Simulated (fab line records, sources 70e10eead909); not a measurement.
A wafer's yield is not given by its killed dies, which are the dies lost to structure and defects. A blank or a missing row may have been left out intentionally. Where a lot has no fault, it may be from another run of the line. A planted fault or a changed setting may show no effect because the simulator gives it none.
fab line records	flow nandHarc
[record] lots = 24	wafers = 72	lastDay = 25
route steps=1159 shown P_STI@109 P_CONTACT@242 P_M0@264 P_M1@297
lots untouched by any fault: they come from a run of this same line in which no faults occurred
startH: hours from the record's opening day to when the first of the lot's shown wafers began	waitH: time in hours since the lot's previous step	" identical to the entry in the row above	L1.1+2: one row covering several wafers at once	- no value, or no start was given	* or withheld: withheld	< > ~ a bound
route shown NAME@n: NAME is a module with steps in the file, n the number in the route of the first one	usual: mean and standard deviation over wafers with no fault	same: alike in all rows	chamber/n: place in a boat	sites: per-site readings	_std_site: standard deviation of those values	_edge_site: inner sites' mean taken away from outer sites' mean	radiusMm: how far each site lies from the wafer's centre	mask NAME#n: copy n	behind: the last tool/chamber to shape the wafer	hold: why the lot went on hold/how many hours it stayed there/how the hold came to an end	device: which transistor (n, p or np) failed to switch	end of line: tests run on the same wafers once the route is complete	a step with no rows: only its recipe	killed: at the first sort, the dies lost to defects and structure; wafer yield is something else	map: the dies of a wafer, with x for killed, . for not killed, _ for no die there
set.NAME: the setting as run; set.NAME@STEP: as run at that earlier step	model.NAME: the simulator's own value behind a step, which no gauge read
one table for each step of the route and one row for each wafer, over a sample of lots
services: a tool's chamber out of use, with start hour (startH, from the record's first day; less than 0 if before it), hours out, and reason
[[steps]]
[step NHARC_P_STI_INSPECT_25]
[usual] rawDefectCount = 194/64
lot.wafer	tool	chamber	startH	waitH	rawDefectCount
L075.1	defectInspect-02	-	67.15	0.4	129
L075.2	"	-	"	"	167
L075.3	"	-	"	"	105
L074.1	defectInspect-01	-	67.15	0.4	171
L074.2	"	-	"	"	176
L074.3	"	-	"	"	224
L077.1	defectInspect-01	-	80.02	0.4	146
L077.3	"	-	"	"	132
L077.6	"	-	"	"	194
L076.1	defectInspect-02	-	80.02	0.4	289
L076.4	"	-	"	"	204
L076.6	"	-	"	"	142
L079.1	defectInspect-02	-	90.86	0.4	189
L079.2	"	-	"	"	160
L079.6	"	-	"	"	219
L078.1	defectInspect-01	-	90.86	0.4	249
L078.3	"	-	"	"	194
L078.6	"	-	"	"	134
L080.1	defectInspect-02	-	105.40	0.4	170
L080.3	"	-	"	"	209
L080.4	"	-	"	"	178
L081.2	defectInspect-01	-	105.42	0.4	214
L081.3	"	-	"	"	183
L081.4	"	-	"	"	208
L082.1	defectInspect-02	-	110.50	0.4	141
L082.3	"	-	"	"	182
L082.5	"	-	"	"	195
L083.1	defectInspect-02	-	120.13	0.4	382
L083.3	"	-	"	"	195
L083.4	"	-	"	"	153
L084.2	defectInspect-01	-	127.21	0.4	307
L084.3	"	-	"	"	323
L084.4	"	-	"	"	213
L086.3	defectInspect-01	-	141.51	0.4	194
L086.4	"	-	"	"	254
L086.6	"	-	"	"	314
L085.1	defectInspect-02	-	141.51	0.4	95
L085.3	"	-	"	"	106
L085.4	"	-	"	"	156
L088.1	defectInspect-01	-	146.11	0.4	137
L088.2	"	-	"	"	108
L088.4	"	-	"	"	165
L087.4	defectInspect-02	-	146.12	0.4	211
L087.5	"	-	"	"	167
L087.6	"	-	"	"	119
L089.3	defectInspect-02	-	146.12	0.4	211
L089.5	"	-	"	"	280
L089.6	"	-	"	"	137
L090.2	defectInspect-02	-	160.75	0.4	300
L090.5	"	-	"	"	293
L090.6	"	-	"	"	269
L091.2	defectInspect-02	-	165.47	0.4	143
L091.3	"	-	"	"	155
L091.4	"	-	"	"	194
L092.2	defectInspect-01	-	173.11	0.4	208
L092.5	"	-	"	"	183
L092.6	"	-	"	"	266
L093.2	defectInspect-02	-	180.48	0.4	181
L093.3	"	-	"	"	231
L093.6	"	-	"	"	372
L094.2	defectInspect-01	-	180.48	0.4	170
L094.3	"	-	"	"	103
L094.5	"	-	"	"	210
L096.4	defectInspect-02	-	193.35	0.4	141
L096.5	"	-	"	"	225
L096.6	"	-	"	"	104
L095.1	defectInspect-01	-	193.35	0.4	135
L095.2	"	-	"	"	228
L095.4	"	-	"	"	128
L097.1	defectInspect-01	-	204.87	0.4	308
L097.2	"	-	"	"	249
L097.5	"	-	"	"	173
[step NHARC_P_CONTACT_STRIP_28]
[recipe] o2FlowSccm = 500	arFlowSccm = 0	biasW = 0	chemistry = O2
[usual] drypumpMotorCurrentA = 5.7/0.4	oesProductAu = 0.999/0.009	rfVppV = 57.8/0.89	showerheadPlenumPTorr = 3.50/0.13	throttleValvePct = 17.037/0.0073
lot.wafer	tool	chamber	startH	waitH	drypumpMotorCurrentA	oesProductAu	rfHoursCounterH	rfVppV	showerheadPlenumPTorr	throttleValvePct
L075.3	rieDiel-10	2	112.84	0.1	5.2	0.985	10	59.6	3.62	17.020
L075.1	"	3	"	"	5.8	1.001	10	57.5	3.34	17.037
L075.2	"	1	"	"	5.1	0.994	10	57.3	3.36	17.044
L074.1	rieDiel-11	2	113.71	0.1	6.1	1.002	11	59.2	3.64	17.043
L074.3	"	3	"	"	5.9	1.004	8	56.1	3.42	17.027
L074.2	"	1	"	"	6.3	1.003	11	57.8	3.40	17.025
L077.1	rieDiel-10	2	125.15	0.1	5.2	0.995	11	56.8	3.62	17.034
L077.3	"	0	"	"	5.8	1.013	10	58.3	3.53	17.052
L077.6	"	2	"	"	5.2	0.981	-	57.1	3.62	17.038
L076.1	rieDiel-10	3	125.81	0.1	5.8	1.004	11	57.0	3.34	17.039
L076.4	"	0	"	"	5.8	1.014	10	58.7	3.53	17.027
L076.6	"	2	"	"	5.3	1.001	-	58.6	3.62	17.042
L078.1	rieDiel-10	3	135.93	0.1	5.7	1.011	12	58.2	3.34	17.044
L078.3	"	0	"	"	5.8	1.009	11	58.4	3.53	17.043
L078.6	"	2	"	"	5.3	0.996	-	56.8	3.62	17.040
L079.1	rieDiel-10	0	136.56	0.1	5.8	1.005	11	56.4	3.53	17.030
L079.2	"	2	"	"	5.2	0.993	12	57.2	3.62	17.033
L079.6	"	0	"	"	5.8	1.005	-	57.7	3.53	17.036
L082.3	rieDiel-11	1	155.08	0.1	6.3	1.010	15	57.7	3.40	17.038
L082.1	"	2	"	"	6.1	0.996	14	58.8	3.63	17.032
L082.5	"	0	"	"	5.5	0.998	-	57.7	3.68	17.048
L081.4	rieDiel-10	2	155.84	0.1	5.2	0.987	13	57.4	3.62	17.042
L081.3	"	3	"	"	5.7	0.997	13	56.5	3.34	17.042
L081.2	"	1	"	"	5.1	1.002	13	54.9	3.36	17.049
L080.1	rieDiel-11	2	155.93	0.1	6.1	0.998	15	59.1	3.63	17.039
L080.3	"	3	"	"	5.9	1.015	12	57.8	3.42	17.038
L080.4	"	0	"	"	5.4	0.988	15	58.2	3.68	17.037
L083.1	rieDiel-11	0	163.33	0.1	5.4	0.982	16	59.8	3.68	17.031
L083.4	"	1	"	"	6.3	0.999	16	58.1	3.40	17.023
L083.3	"	2	"	"	6.1	0.995	16	58.5	3.63	17.029
L084.3	rieDiel-11	0	174.45	0.1	5.5	0.993	17	57.7	3.68	17.025
L084.4	"	1	"	"	6.3	0.986	16	57.0	3.40	17.049
L084.2	"	3	"	"	6.0	0.996	14	58.6	3.42	17.037
L086.3	rieDiel-11	2	186.17	0.1	6.1	1.009	18	59.2	3.63	17.030
L086.4	"	0	"	"	5.4	0.982	18	57.4	3.68	17.025
L086.6	"	2	"	"	6.1	1.000	-	57.5	3.63	17.035
L085.4	rieDiel-11	0	186.77	0.1	5.4	0.990	18	58.6	3.68	17.045
L085.3	"	1	"	"	6.3	1.001	18	56.8	3.40	17.036
L085.1	"	2	"	"	6.1	1.007	18	58.2	3.63	17.041
L089.3	rieDiel-10	1	190.47	0.1	5.1	1.007	1	57.2	3.36	17.045
L089.5	"	3	"	"	5.8	0.996	-	57.6	3.34	17.050
L089.6	"	0	"	"	5.8	0.992	-	57.9	3.52	17.049
L087.4	rieDiel-10	0	193.23	0.1	5.8	1.008	1	56.3	3.52	17.034
L087.6	"	3	"	"	5.7	1.011	-	56.8	3.34	17.039
L087.5	"	0	"	"	5.7	1.007	-	58.1	3.52	17.037
L088.2	rieDiel-02	1	196.97	0.1	6.1	0.991	17	58.1	3.57	17.034
L088.1	"	0	"	"	5.6	1.007	18	58.8	3.63	17.043
L088.4	"	1	"	"	6.1	0.986	-	57.9	3.56	17.037
L090.2	rieDiel-11	1	210.60	0.1	6.3	0.995	1	58.1	3.40	17.036
L090.5	"	0	"	"	5.4	0.987	-	57.8	3.68	17.026
L090.6	"	1	"	"	6.3	0.997	-	55.8	3.40	17.033
L091.2	rieDiel-10	2	212.19	0.1	5.2	0.986	3	57.5	3.61	17.031
L091.4	"	3	"	"	5.7	0.996	2	56.6	3.34	17.031
L091.3	"	0	"	"	5.8	0.995	3	57.7	3.52	17.046
L092.2	rieDiel-11	3	220.40	0.1	5.9	0.998	2	57.1	3.42	17.050
L092.6	"	3	"	"	5.9	1.005	-	57.9	3.42	17.036
L092.5	"	0	"	"	5.4	0.996	-	57.3	3.68	17.034
L093.2	rieDiel-11	0	226.07	0.1	5.4	0.985	3	58.8	3.68	17.021
L093.3	"	1	"	"	6.3	0.990	3	57.4	3.40	17.033
L093.6	"	2	"	"	6.1	1.001	-	58.8	3.63	17.029
L094.2	rieDiel-10	0	227.78	0.1	5.7	1.000	4	56.4	3.52	17.038
L094.3	"	3	"	"	5.8	1.004	4	56.6	3.34	17.041
L094.5	"	1	"	"	5.1	1.009	-	58.2	3.36	17.043
L095.1	rieDiel-10	3	236.96	0.1	5.7	1.013	5	57.2	3.34	17.043
L095.4	"	0	"	"	5.8	1.011	5	57.2	3.52	17.029
L095.2	"	1	"	"	5.1	1.012	5	56.8	3.36	17.051
L096.4	rieDiel-10	0	237.43	0.1	5.7	1.001	5	58.0	3.52	17.044
L096.5	"	0	"	"	5.7	1.002	-	58.4	3.52	17.030
L096.6	"	1	"	"	5.1	1.003	-	58.5	3.36	17.034
L097.1	rieDiel-02	2	250.29	0.1	5.0	1.001	34	59.5	3.79	17.034
L097.2	"	1	"	"	6.1	0.983	36	58.5	3.55	17.034
L097.5	"	3	"	"	6.3	1.000	-	56.9	3.28	17.037
[step NHARC_P_M0_OVL_MEAS_10]
[recipe] pitchNm = 180
[usual] overlayXNm = 0.0/0.68	overlayYNm = 0.2/0.77
lot.wafer	tool	chamber	startH	waitH	overlayXNm	overlayYNm
L075.1	overlay-01	-	124.55	-	0.0	1.5
L075.2	"	-	"	"	0.1	0.9
L075.3	"	-	"	"	-0.3	1.2
L074.1	overlay-02	-	125.20	-	0.6	1.1
L074.2	"	-	"	"	0.8	1.1
L074.3	"	-	"	"	0.7	0.8
L077.1	overlay-02	-	128.33	-	-1.3	1.2
L077.3	"	-	"	"	-0.8	0.5
L077.6	"	-	"	"	-0.8	1.1
L076.1	overlay-02	-	133.23	-	1.1	-0.4
L076.4	"	-	"	"	1.5	-0.5
L076.6	"	-	"	"	1.3	-0.3
L078.1	overlay-02	-	139.08	-	0.6	0.3
L078.3	"	-	"	"	-0.3	0.2
L078.6	"	-	"	"	-0.3	-0.5
L079.1	overlay-02	-	139.77	-	0.2	-0.3
L079.2	"	-	"	"	0.7	0.1
L079.6	"	-	"	"	-0.1	0.3
L082.1	overlay-01	-	161.50	-	-1.2	1.0
L082.3	"	-	"	"	-1.0	1.3
L082.5	"	-	"	"	-1.0	0.8
L081.2	overlay-02	-	161.98	-	0.9	-1.3
L081.3	"	-	"	"	0.3	-1.6
L081.4	"	-	"	"	1.2	-1.4
L080.1	overlay-01	-	162.53	-	0.2	0.0
L080.3	"	-	"	"	-0.6	-0.2
L080.4	"	-	"	"	-0.3	-0.7
L083.1	overlay-02	-	170.59	-	0.5	-0.3
L083.3	"	-	"	"	0.5	-0.1
L083.4	"	-	"	"	0.3	-0.3
L084.2	overlay-01	-	179.23	-	0.3	0.5
L084.3	"	-	"	"	0.1	-0.1
L084.4	"	-	"	"	0.4	0.9
L086.3	overlay-01	-	190.84	-	0.3	0.5
L086.4	"	-	"	"	0.2	0.4
L086.6	"	-	"	"	0.8	0.7
L085.1	overlay-02	-	191.38	-	-0.8	0.1
L085.3	"	-	"	"	-0.6	0.3
L085.4	"	-	"	"	-0.7	0.4
L089.3	overlay-02	-	193.64	-	-0.6	0.9
L089.5	"	-	"	"	-0.6	0.1
L089.6	"	-	"	"	0.1	0.1
L087.4	overlay-02	-	196.36	-	0.0	-1.6
L087.5	"	-	"	"	0.3	-1.3
L087.6	"	-	"	"	-0.1	-1.2
L088.1	overlay-01	-	202.26	-	0.7	-0.1
L088.2	"	-	"	"	-0.1	-0.6
L088.4	"	-	"	"	0.8	-0.2
L090.2	overlay-01	-	218.02	-	0.0	-1.3
L090.5	"	-	"	"	-0.1	-1.4
L090.6	"	-	"	"	-0.3	-1.1
L091.2	overlay-01	-	218.44	-	-0.8	0.3
L091.3	"	-	"	"	-0.7	-0.4
L091.4	"	-	"	"	-0.7	0.0
L092.2	overlay-02	-	223.96	-	1.0	0.9
L092.5	"	-	"	"	0.3	1.4
L092.6	"	-	"	"	0.3	0.9
L093.2	overlay-01	-	229.06	-	1.3	-0.1
L093.3	"	-	"	"	1.5	0.4
L093.6	"	-	"	"	1.3	-0.3
L094.2	overlay-01	-	230.94	-	-0.9	1.0
L094.3	"	-	"	"	-0.9	0.2
L094.5	"	-	"	"	-1.1	0.4
L095.1	overlay-01	-	240.04	-	-0.5	0.7
L095.2	"	-	"	"	-1.3	0.7
L095.4	"	-	"	"	-1.5	0.1
L096.4	overlay-01	-	244.94	-	-0.2	1.1
L096.5	"	-	"	"	-0.2	0.9
L096.6	"	-	"	"	-0.4	1.0
L097.1	overlay-02	-	253.30	-	-0.3	0.7
L097.2	"	-	"	"	-0.4	0.3
L097.5	"	-	"	"	-0.3	0.5
[step NHARC_P_M0_PVD_20]
[recipe] targetThkA = 50	biasV = 168.6	powerW = 15000	chamberPressurePa = 0.12	timeS = 8.06	substrateTempC = 50	material = TaN
[usual] throttleValvePct = 30.4/1.1
lot.wafer	tool	chamber	startH	waitH	throttleValvePct
L075.2	pvdSputter-01	-	-	-	30.1
L075.1	"	-	"	"	30.1
L075.3	"	-	"	"	31.6
L074.1	pvdSputter-03	-	-	-	29.5
L074.3	"	-	"	"	31.2
L074.2	"	-	"	"	28.8
L077.1	pvdSputter-02	-	-	-	30.1
L077.3	"	-	"	"	29.9
L077.6	"	-	"	"	30.3
L076.4	pvdSputter-01	-	-	-	31.9
L076.1	"	-	"	"	30.3
L076.6	"	-	"	"	30.3
L078.3	pvdSputter-03	-	-	-	29.6
L078.1	"	-	"	"	29.0
L078.6	"	-	"	"	31.5
L079.1	pvdSputter-01	-	-	-	31.9
L079.2	"	-	"	"	29.8
L079.6	"	-	"	"	31.2
L082.3	pvdSputter-02	-	-	-	30.2
L082.1	"	-	"	"	28.2
L082.5	"	-	"	"	30.2
L081.3	pvdSputter-02	-	-	-	29.9
L081.2	"	-	"	"	30.4
L081.4	"	-	"	"	30.0
L080.3	pvdSputter-02	-	-	-	30.3
L080.1	"	-	"	"	28.3
L080.4	"	-	"	"	30.0
L083.3	pvdSputter-01	-	-	-	29.3
L083.4	"	-	"	"	30.8
L083.1	"	-	"	"	32.1
L084.3	pvdSputter-03	-	-	-	31.8
L084.2	"	-	"	"	31.3
L084.4	"	-	"	"	29.5
L086.3	pvdSputter-03	-	-	-	29.7
L086.4	"	-	"	"	31.4
L086.6	"	-	"	"	29.0
L085.4	pvdSputter-01	-	-	-	29.2
L085.1	"	-	"	"	30.9
L085.3	"	-	"	"	30.6
L089.3	pvdSputter-01	-	-	-	30.4
L089.5	"	-	"	"	32.2
L089.6	"	-	"	"	30.6
L087.4	pvdSputter-02	-	-	-	28.3
L087.5	"	-	"	"	28.2
L087.6	"	-	"	"	30.0
L088.4	pvdSputter-01	-	-	-	31.9
L088.2	"	-	"	"	30.5
L088.1	"	-	"	"	29.1
L090.2	pvdSputter-01	-	-	-	28.9
L090.6	"	-	"	"	30.9
L090.5	"	-	"	"	32.2
L091.3	pvdSputter-01	-	-	-	31.0
L091.2	"	-	"	"	32.3
L091.4	"	-	"	"	29.3
L092.2	pvdSputter-02	-	-	-	30.0
L092.5	"	-	"	"	29.6
L092.6	"	-	"	"	30.1
L093.3	pvdSputter-01	-	-	-	32.0
L093.2	"	-	"	"	29.1
L093.6	"	-	"	"	32.2
L094.2	pvdSputter-02	-	-	-	30.8
L094.3	"	-	"	"	29.7
L094.5	"	-	"	"	29.1
L095.4	pvdSputter-03	-	-	-	29.7
L095.2	"	-	"	"	31.5
L095.1	"	-	"	"	29.4
L096.4	pvdSputter-03	-	-	-	29.3
L096.5	"	-	"	"	29.7
L096.6	"	-	"	"	31.2
L097.1	pvdSputter-01	-	-	-	32.0
L097.2	"	-	"	"	30.9
L097.5	"	-	"	"	32.0
[step NHARC_P_M1_INSPECT_11]
[usual] rawDefectCount = 4.0/2.4
lot.wafer	tool	chamber	startH	waitH	rawDefectCount
L075.1	defectInspect-01	-	128.69	0.0	5
L075.2	"	-	"	"	1
L075.3	"	-	"	"	3
L074.1	defectInspect-01	-	129.33	0.0	6
L074.2	"	-	"	"	12
L074.3	"	-	"	"	10
L077.1	defectInspect-01	-	132.31	0.0	3
L077.3	"	-	"	"	5
L077.6	"	-	"	"	5
L076.1	defectInspect-02	-	137.59	0.0	5
L076.4	"	-	"	"	4
L076.6	"	-	"	"	4
L078.1	defectInspect-02	-	143.18	0.0	9
L078.3	"	-	"	"	2
L078.6	"	-	"	"	4
L079.1	defectInspect-02	-	143.75	0.1	5
L079.2	"	-	"	"	5
L079.6	"	-	"	"	6
L082.1	defectInspect-01	-	165.59	0.0	6
L082.3	"	-	"	"	6
L082.5	"	-	"	"	2
L081.2	defectInspect-02	-	166.08	0.0	0
L081.3	"	-	"	"	3
L081.4	"	-	"	"	2
L080.1	defectInspect-02	-	166.66	0.0	2
L080.3	"	-	"	"	3
L080.4	"	-	"	"	5
L083.1	defectInspect-02	-	174.84	0.0	6
L083.3	"	-	"	"	5
L083.4	"	-	"	"	7
L084.2	defectInspect-02	-	183.72	0.0	5
L084.3	"	-	"	"	1
L084.4	"	-	"	"	1
L086.3	defectInspect-02	-	195.01	0.1	3
L086.4	"	-	"	"	9
L086.6	"	-	"	"	8
L085.1	defectInspect-01	-	195.64	0.0	9
L085.3	"	-	"	"	3
L085.4	"	-	"	"	12
L089.3	defectInspect-02	-	197.85	0.0	3
L089.5	"	-	"	"	3
L089.6	"	-	"	"	3
L087.4	defectInspect-01	-	200.58	0.0	2
L087.5	"	-	"	"	2
L087.6	"	-	"	"	2
L088.1	defectInspect-01	-	206.34	0.0	3
L088.2	"	-	"	"	3
L088.4	"	-	"	"	2
L090.2	defectInspect-01	-	222.14	0.0	6
L090.5	"	-	"	"	6
L090.6	"	-	"	"	2
L091.2	defectInspect-01	-	222.57	0.0	8
L091.3	"	-	"	"	2
L091.4	"	-	"	"	3
L092.2	defectInspect-01	-	228.10	0.0	2
L092.5	"	-	"	"	4
L092.6	"	-	"	"	7
L093.2	defectInspect-01	-	233.12	0.0	1
L093.3	"	-	"	"	2
L093.6	"	-	"	"	5
L094.2	defectInspect-01	-	235.10	0.0	2
L094.3	"	-	"	"	7
L094.5	"	-	"	"	3
L095.1	defectInspect-01	-	244.11	0.0	4
L095.2	"	-	"	"	2
L095.4	"	-	"	"	4
L096.4	defectInspect-02	-	250.39	0.0	1
L096.5	"	-	"	"	4
L096.6	"	-	"	"	7
L097.1	defectInspect-02	-	257.46	0.0	3
L097.2	"	-	"	"	4
L097.5	"	-	"	"	4
[step NHARC_P_M1_DESCUM_14]
[recipe] timeS = 3	o2FlowSccm = 200	arFlowSccm = 0	biasPowerW = 0	chemistry = O2
[usual] drypumpMotorCurrentA = 6.0/0.55	oesProductAu = 1.001/0.01	rfVppV = 57.7/0.93	showerheadPlenumPTorr = 1.89/0.083	throttleValvePct = 11.311/0.0089
[same] biasPowerW = 0
lot.wafer	tool	chamber	startH	waitH	drypumpMotorCurrentA	oesProductAu	rfHoursCounterH	rfVppV	showerheadPlenumPTorr	throttleValvePct
L075.1	rieDiel-12	0	128.75	0.1	6.7	1.012	2.1	56.7	1.81	11.303
L075.3	"	1	"	"	5.9	0.996	2.2	57.0	1.92	11.316
L075.2	"	2	"	"	6.6	1.001	2.4	58.6	1.89	11.311
L074.1	rieDiel-01	0	129.40	0.1	5.9	0.993	9.7	56.9	1.78	11.316
L074.2	"	1	"	"	5.7	1.017	10.0	56.3	1.81	11.315
L074.3	"	2	"	"	6.5	1.006	10.4	58.5	1.85	11.317
L077.3	rieDiel-01	1	132.44	0.1	5.7	1.011	10.8	57.5	1.81	11.312
L077.1	"	2	"	"	6.5	1.000	11.2	55.8	1.85	11.314
L077.6	"	0	"	"	5.9	0.989	-	57.4	1.78	11.317
L076.1	rieDiel-08	3	137.67	0.1	5.6	0.997	0.1	56.6	1.81	11.328
L076.4	"	0	"	"	6.5	1.000	0.1	57.5	2.00	11.310
L076.6	"	1	"	"	6.6	1.015	-	59.8	2.02	11.299
L078.1	rieDiel-12	3	143.26	0.1	5.3	0.992	2.9	58.3	1.84	11.316
L078.3	"	0	"	"	6.7	0.999	2.7	57.0	1.81	11.304
L078.6	"	2	"	"	6.7	1.008	-	57.5	1.89	11.309
L079.1	rieDiel-08	1	143.82	0.1	6.6	1.001	1.1	59.5	2.02	11.322
L079.2	"	2	"	"	5.7	0.995	1.1	58.4	1.99	11.303
L079.6	"	2	"	"	5.7	0.997	-	55.8	1.99	11.323
L082.1	rieDiel-12	3	165.65	0.1	5.3	1.015	3.4	57.2	1.84	11.302
L082.3	"	1	"	"	6.0	1.000	3.2	56.0	1.92	11.326
L082.5	"	3	"	"	5.3	1.003	-	56.9	1.84	11.307
L081.3	rieDiel-12	3	166.14	0.1	5.2	0.999	3.5	58.7	1.84	11.310
L081.4	"	0	"	"	6.7	1.015	3.2	59.2	1.81	11.316
L081.2	"	2	"	"	6.6	1.004	3.5	57.8	1.89	11.308
L080.3	rieDiel-01	0	166.72	0.1	5.9	0.991	1.8	57.9	1.78	11.316
L080.4	"	1	"	"	5.7	1.010	1.7	57.4	1.81	11.304
L080.1	"	3	"	"	5.1	1.005	1.6	57.0	1.98	11.313
L083.3	rieDiel-08	1	174.90	0.1	6.7	1.002	2.6	58.2	2.02	11.318
L083.1	"	2	"	"	5.6	1.004	2.5	57.2	1.99	11.313
L083.4	"	0	"	"	6.4	0.997	2.6	58.4	2.00	11.305
L084.3	rieDiel-12	1	183.79	0.1	6.0	1.009	3.5	58.5	1.92	11.322
L084.2	"	2	"	"	6.6	1.011	3.8	58.4	1.89	11.319
L084.4	"	1	"	"	6.0	0.996	-	58.0	1.92	11.316
L086.4	rieDiel-01	0	195.08	0.1	5.8	0.986	4.5	56.1	1.78	11.326
L086.3	"	1	"	"	5.7	0.994	4.2	57.0	1.80	11.299
L086.6	"	3	"	"	5.1	0.994	-	59.1	1.98	11.308
L085.1	rieDiel-12	3	195.70	0.1	5.3	1.010	4.2	58.7	1.84	11.296
L085.3	"	0	"	"	6.7	1.007	3.5	57.4	1.81	11.306
L085.4	"	1	"	"	6.0	0.992	3.9	58.5	1.92	11.300
L089.3	rieDiel-12	2	197.92	0.1	6.6	0.998	4.3	58.0	1.89	11.293
L089.6	"	1	"	"	6.0	0.988	-	56.8	1.92	11.309
L089.5	"	2	"	"	6.7	0.998	-	59.5	1.89	11.312
L087.5	rieDiel-01	3	200.67	0.1	5.1	1.019	-	58.4	1.98	11.312
L087.4	"	0	"	"	5.9	0.970	-	57.1	1.78	11.302
L087.6	"	1	"	"	5.7	0.999	-	57.8	1.80	11.300
L088.2	rieDiel-08	2	206.40	0.1	5.7	1.001	4.4	58.2	1.99	11.297
L088.1	"	3	"	"	5.6	0.995	3.9	57.4	1.81	11.304
L088.4	"	3	"	"	5.6	0.996	-	56.8	1.81	11.323
L090.2	rieDiel-08	3	222.22	0.1	5.6	1.003	4.7	56.3	1.81	11.310
L090.5	"	0	"	"	6.4	1.013	-	58.0	2.00	11.306
L090.6	"	1	"	"	6.7	1.015	-	57.7	2.01	11.311
L091.2	rieDiel-01	3	222.64	0.1	5.1	1.011	4.9	58.1	1.98	11.323
L091.3	"	0	"	"	5.9	0.978	5.5	56.9	1.78	11.315
L091.4	"	1	"	"	5.7	1.005	5.1	57.0	1.80	11.309
L092.2	rieDiel-12	3	228.17	0.1	5.3	0.989	0.3	56.3	1.84	11.314
L092.6	"	3	"	"	5.3	0.992	-	57.4	1.84	11.306
L092.5	"	0	"	"	6.7	0.994	-	58.0	1.81	11.316
L093.3	rieDiel-08	0	233.18	0.1	6.4	0.995	4.1	58.3	2.00	11.304
L093.2	"	2	"	"	5.7	0.998	6.0	58.2	1.99	11.317
L093.6	"	1	"	"	6.6	1.011	-	59.4	2.01	11.305
L094.3	rieDiel-12	1	235.17	0.1	6.0	1.002	0.5	58.2	1.92	11.315
L094.2	"	2	"	"	6.6	0.991	0.5	57.2	1.89	11.325
L094.5	"	0	"	"	6.7	1.004	-	57.0	1.81	11.307
L095.2	rieDiel-01	0	244.17	0.1	5.9	0.989	7.2	56.7	1.78	11.300
L095.4	"	2	"	"	6.5	0.992	6.0	58.3	1.84	11.311
L095.1	"	3	"	"	5.1	1.001	6.4	58.6	1.98	11.314
L096.4	rieDiel-08	0	250.46	0.1	6.4	0.995	4.9	57.6	2.00	11.308
L096.5	"	3	"	"	5.6	0.994	-	57.1	1.81	11.316
L096.6	"	0	"	"	6.4	1.001	-	57.5	2.00	11.315
L097.1	rieDiel-12	3	257.52	0.1	5.3	1.001	1.1	56.6	1.84	11.312
L097.2	"	2	"	"	6.6	0.980	1.1	56.1	1.89	11.307
L097.5	"	0	"	"	6.7	0.997	-	57.3	1.81	11.302
[[services]]
tool	chamber	startH	hours	kind
pvdSputter-03	-	102.00	10.0	pm
rieDiel-10	0	112.68	4.6	repair
rieDiel-12	0	112.70	2.8	repair
pvdSputter-01	-	115.81	1.2	repair
rieDiel-08	3	123.84	5.1	repair
rieDiel-08	-	124.80	9.0	pm
rieDiel-01	-	137.87	9.0	pm
rieDiel-08	3	142.35	3.2	repair
rieDiel-02	-	150.74	9.0	pm
pvdSputter-03	-	152.33	5.0	repair
pvdSputter-01	-	158.00	10.0	pm
rieDiel-01	1	171.68	6.1	repair
rieDiel-10	-	176.50	9.0	pm
rieDiel-12	0	181.73	5.8	repair
rieDiel-11	-	189.55	9.0	pm
rieDiel-08	0	193.41	4.6	repair
rieDiel-10	3	195.26	3.1	repair
rieDiel-01	2	198.52	5.2	repair
rieDiel-08	0	199.38	19.4	repair
rieDiel-12	-	202.40	9.0	pm
pvdSputter-02	-	214.02	10.0	pm
rieDiel-08	3	216.15	1.7	repair
pvdSputter-01	-	217.17	1.9	repair
pvdSputter-01	-	227.25	0.9	repair
[[key]]
fault none
